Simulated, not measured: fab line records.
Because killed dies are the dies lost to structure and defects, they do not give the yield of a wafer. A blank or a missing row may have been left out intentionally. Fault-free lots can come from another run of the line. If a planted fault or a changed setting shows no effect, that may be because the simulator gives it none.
3 desks, one fault | flow n5 finfet | what lay behind the numbers comes last; until then each desk has only its own

== AT THE TOOL OWNER'S DESK: pvd sputter-01 ==
The tool's own readings at N5_MIM_TOP_SPUTTER_03 (material TiN, target thk 35 nm, time 89.7 s): means of the sampled wafers that have a number, for each lot that ran on this tool. The brackets show how far a lot's mean lies from the usual mean; more than 4 standard deviations puts the lot out of limits, marked OUT.
Columns: A = susceptor temp C at N5_MIM_TOP_SPUTTER_03, usual 199.99 C; B = throttle valve pct at N5_MIM_TOP_SPUTTER_03, usual 29.7 %
lot  | first seen here | A      | B
L273 | day 14 09:44    | 200.02 | 26.9
L281 | day 16 01:25    | -      | 28.6
L282 | day 16 12:46    | 200.01 | 28.2
L284 | day 16 18:03    | 200.14 | 28.2
Finding of this desk: none of the 4 lots has anything out of limits.

== THE DEFECT DESK ==
Lot by lot, what the route's inspections counted, given as the mean of those sampled wafers with a number. The brackets show how far a lot's mean lies from the usual mean; more than 4 standard deviations puts the lot out of limits, marked OUT.
Columns: A = raw defect count at N5_BEOL_M15_INSPECT_55, usual 69
lot  | first seen here | A
L268 | day 12 12:49    | 107
L272 | day 13 10:42    | 58
L273 | day 14 03:36    | 45
L281 | day 15 21:54    | 58
L282 | day 16 08:38    | 49
L284 | day 16 15:46    | 88
L285 | day 16 16:12    | 79
Finding of this desk: none of the 7 lots has anything out of limits.

== THE METROLOGY DESK ==
What the gauges read, lot by lot, whatever tool the lot ran on: means of the sampled wafers that have a number. The brackets show how far a lot's mean lies from the usual mean; more than 4 standard deviations puts the lot out of limits, marked OUT. 7 of its 23 readings are shown, namely those furthest out on some lot.
Columns: A = COMB_M13 at N5_BEOL_M15_RC_MEAS_101, usual 5.4e-12 S/m; B = COMB_M7 at N5_BEOL_M15_RC_MEAS_101, usual 2.6e-11 S/m; C = SERP_M10 at N5_BEOL_M15_RC_MEAS_101, usual 3.09 ohm/um; D = SERP_M12 at N5_BEOL_M15_RC_MEAS_101, usual 0.636 ohm/um; E = SERP_M13_max_site at N5_BEOL_M15_RC_MEAS_101, usual 0.312 ohm/um; F = SERP_M14 at N5_BEOL_M15_RC_MEAS_101, usual 0.162 ohm/um; G = SERP_M8 at N5_BEOL_M15_RC_MEAS_101, usual 13.8 ohm/um
lot  | first seen here | A       | B       | C    | D     | E     | F     | G
L268 | day 12 12:46    | 6.2e-12 | 2.4e-11 | 3.13 | 0.645 | 0.311 | 0.159 | 14.2
L272 | day 13 10:40    | 7.5e-12 | 2.3e-11 | 3.08 | 0.636 | 0.313 | 0.166 | 14.0
L273 | day 14 03:34    | 5.3e-12 | 2.6e-11 | 3.12 | 0.630 | 0.310 | 0.161 | 14.4
L281 | day 15 21:53    | 5.6e-12 | 3.8e-11 | 3.01 | 0.611 | 0.304 | 0.162 | 13.8
L282 | day 16 08:37    | 5.5e-12 | 2.9e-11 | 3.00 | 0.621 | 0.309 | 0.162 | 13.9
L284 | day 16 15:44    | 6.8e-12 | 2.8e-11 | 3.07 | 0.649 | 0.309 | 0.167 | 14.3
L285 | day 16 16:10    | 5.6e-12 | 2.4e-11 | 3.08 | 0.645 | 0.311 | 0.160 | 13.4
Finding of this desk: none of the 7 lots has anything out of limits.

== ALL TOGETHER ==
The tool owner's desk saw nothing out of limits.
Nothing the defect desk looked at was out of limits.
At the metrology desk, nothing out of limits was observed.

== WHAT THE SIMULATOR HAD PUT IN ==
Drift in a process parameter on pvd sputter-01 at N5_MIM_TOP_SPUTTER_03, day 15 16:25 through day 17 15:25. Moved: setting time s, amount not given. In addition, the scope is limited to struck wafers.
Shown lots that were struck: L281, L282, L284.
